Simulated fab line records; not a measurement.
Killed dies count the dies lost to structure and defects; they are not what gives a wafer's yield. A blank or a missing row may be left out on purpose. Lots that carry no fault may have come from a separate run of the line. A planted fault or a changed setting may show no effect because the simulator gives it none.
Chamber matching ; flow n5-finfet ; 4 sister chambers for N5_BEOL_M1_ETCH_77 on rie-diel-02
The step etches underlayer in N2/H2, target depth 6.5 nm, time 5.2 s. 4 wafers are shown with their chamber, then 11 later ones without.

== WAFERS, EACH WITH ITS CHAMBER ==
wafer;chamber;showerhead-plenum-p-Torr (Torr)
L087.2;0;2.60
L089.2;2;2.47
L089.5;3;2.42
L092.1;1;2.43

== WAFERS WITHOUT THEIR CHAMBER ==
wafer;showerhead-plenum-p-Torr (Torr)
L092.2;2.47
L092.5;2.43
L093.1;2.59
L093.3;2.46
L093.5;2.43
L095.1;2.46
L095.2;2.42
L095.4;2.42
L094.1;2.46
L094.4;2.42
L094.5;2.59

== WHICH CHAMBER EACH WENT THROUGH ==
wafer;from the rows above;in truth
L092.2;2;2
L092.5;can't be placed: 1 or 3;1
L093.1;0;0
L093.3;2;2
L093.5;can't be placed: 1 or 3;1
L095.1;2;2
L095.2;can't be placed: 3 or 1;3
L095.4;can't be placed: 3 or 1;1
L094.1;2;2
L094.4;can't be placed: 3 or 1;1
L094.5;0;0
Placed correctly: 6 of 11. Not placeable from these rows: 5 (in 5, the candidates include the true chamber). Placed wrongly: 0.
How it was worked out, from the rows above alone: a wafer's distance from a chamber is the root of the sum, over the readings, of the square of ((its reading less the chamber's mean) divided by the reading's scatter). The wafer belongs to the nearest chamber; if the next one is less than 2 further off, it can't be placed. For every chamber, the mean is computed from those of its wafers that are shown. The scatter (one wafer shown for each chamber): square how far every hidden wafer sits from the nearest shown wafer, average those squares and take the square root.
